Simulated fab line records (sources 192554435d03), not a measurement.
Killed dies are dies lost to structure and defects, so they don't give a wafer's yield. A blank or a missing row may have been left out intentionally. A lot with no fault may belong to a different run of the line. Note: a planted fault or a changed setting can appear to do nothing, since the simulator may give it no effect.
Lot-split experiment + flow n5_finfet + on a route of 1938 steps: 7 lots, 21 wafers read

== THE SPLIT ITSELF ==
At N5_HKMG_FIN_COAT_42 (time 60 s, resist thk 35 nm), the setting spin_rpm was moved away from the recipe's 1500 rpm on 8 of the 21 wafers read, by -6.3% to +10.7%. The other wafers ran this setting at the recipe's value.

== FROM THE SPLIT TO THE READING: what the file shows between them, 3 steps ==
- N5_HKMG_FIN_COAT_43: resist thk 90 nm
- N5_HKMG_FIN_EBR_45
- N5_HKMG_FIN_DESCUM_53: chemistry O2, time 7.9 s

== THE READING ==
CAR-ArF_of_HKMG_FIN_COAT_43.thk_nm (the simulator's own value, which no gauge read), in nm, at N5_HKMG_FIN_ETCH_54 (etches SiARC in CF4, target depth 45.5 nm, time 75.8 s). The file does not state a usual value for it. Across the 13 wafers here that went through the recipe, the average is 51.0 nm and the standard deviation 0.27 nm.

| wafer  | tool, chamber at the split | spin_rpm as run, rpm | against the recipe | CAR-ArF_of_HKMG_FIN_COAT_43.thk_nm, nm | against lot-mates on the recipe |
|--------|----------------------------|----------------------|--------------------|----------------------------------------|---------------------------------|
| L080.1 | litho_track-05, 0          | 1500                 | recipe             | 50.6                                   | -                               |
| L080.2 | litho_track-05, 0          | 1500                 | recipe             | 50.8                                   | -                               |
| L080.6 | litho_track-05, 0          | 1500                 | recipe             | 51                                     | -                               |
| L081.2 | litho_track-01, 0          | 1500                 | recipe             | 50.6                                   | -                               |
| L081.5 | litho_track-01, 0          | 1405                 | -6.3%              | 49.6                                   | -1.0                            |
| L081.6 | litho_track-01, 0          | 1405                 | -6.3%              | 49.8                                   | -0.8                            |
| L083.1 | litho_track-02, 0          | 1660                 | +10.7%             | 52.2                                   | +1.4                            |
| L083.2 | litho_track-02, 0          | 1500                 | recipe             | 50.8                                   | -                               |
| L083.6 | litho_track-02, 0          | 1660                 | +10.7%             | 52                                     | +1.2                            |
| L087.2 | litho_track-02, 0          | 1500                 | recipe             | 51.2                                   | -                               |
| L087.5 | litho_track-02, 0          | 1500                 | recipe             | 50.8                                   | -                               |
| L087.6 | litho_track-02, 0          | 1500                 | recipe             | 51                                     | -                               |
| L089.1 | litho_track-02, 0          | 1500                 | recipe             | 51                                     | -                               |
| L089.3 | litho_track-02, 0          | 1500                 | recipe             | 51.4                                   | -                               |
| L089.4 | litho_track-02, 0          | 1500                 | recipe             | 51.2                                   | -                               |
| L092.1 | litho_track-01, 0          | 1607                 | +7.1%              | 52.2                                   | +0.8                            |
| L092.3 | litho_track-01, 0          | 1607                 | +7.1%              | 52.6                                   | +1.2                            |
| L092.5 | litho_track-01, 0          | 1500                 | recipe             | 51.4                                   | -                               |
| L096.1 | litho_track-02, 0          | 1555                 | +3.7%              | 51                                     | +0.4                            |
| L096.3 | litho_track-02, 0          | 1500                 | recipe             | 50.6                                   | -                               |
| L096.6 | litho_track-02, 0          | 1555                 | +3.7%              | 51.6                                   | +1.0                            |

THE FIT
A straight line over all 21 wafers: CAR-ArF_of_HKMG_FIN_COAT_43.thk_nm changes by +0.149 nm for each +1% of spin_rpm; r = +0.90; the points scatter about the line by 0.34 nm.
The same after taking each lot's own level away (the mean of its wafers on the recipe; 21 wafers): +0.134 nm for each +1%; r = +0.96; scatter 0.19 nm.
That fit puts the effect of the largest move of spin_rpm on the reading at 1.4 nm.
Across the lots, their own levels run from 50.60 to 51.40 nm, a range of 2.9 times the standard deviation given above.
Hence the slope depends on the lot-to-lot level, as the two fits are not the same.
Check: +1.44 nm against its lot-mates is what the line predicts for one of the wafers moved furthest among these (+10.7%) when that wafer is left out of the fit. It came out at +1.4 nm against them.

== THE WHOLE CHAIN: every reading that the file lists as answering this split, in the file's order ==
| step                | what it does                                           | reading                                                                             | change (the file's fit)               | r (the file's) |
|---------------------|--------------------------------------------------------|-------------------------------------------------------------------------------------|---------------------------------------|----------------|
| N5_HKMG_FIN_COAT_42 | time 60 s, resist thk 35 nm                            | SiARC_of_HKMG_FIN_COAT_42.thk_nm (the simulator's own value, which no gauge read)   | -0.169 nm for each +1% of the setting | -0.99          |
| N5_HKMG_FIN_ETCH_54 | etches SiARC in CF4, target depth 45.5 nm, time 75.8 s | etch.depth_nm (the simulator's own value, which no gauge read)                      | -0.167 nm for each +1% of the setting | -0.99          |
| N5_HKMG_FIN_ETCH_54 | etches SiARC in CF4, target depth 45.5 nm, time 75.8 s | CAR-ArF_of_HKMG_FIN_COAT_43.thk_nm (the simulator's own value, which no gauge read) | +0.134 nm for each +1% of the setting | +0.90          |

== FILE'S OWN FIT ==
CAR-ArF_of_HKMG_FIN_COAT_43.thk_nm changes by +0.134 nm for each +1% of spin_rpm, r = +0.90.
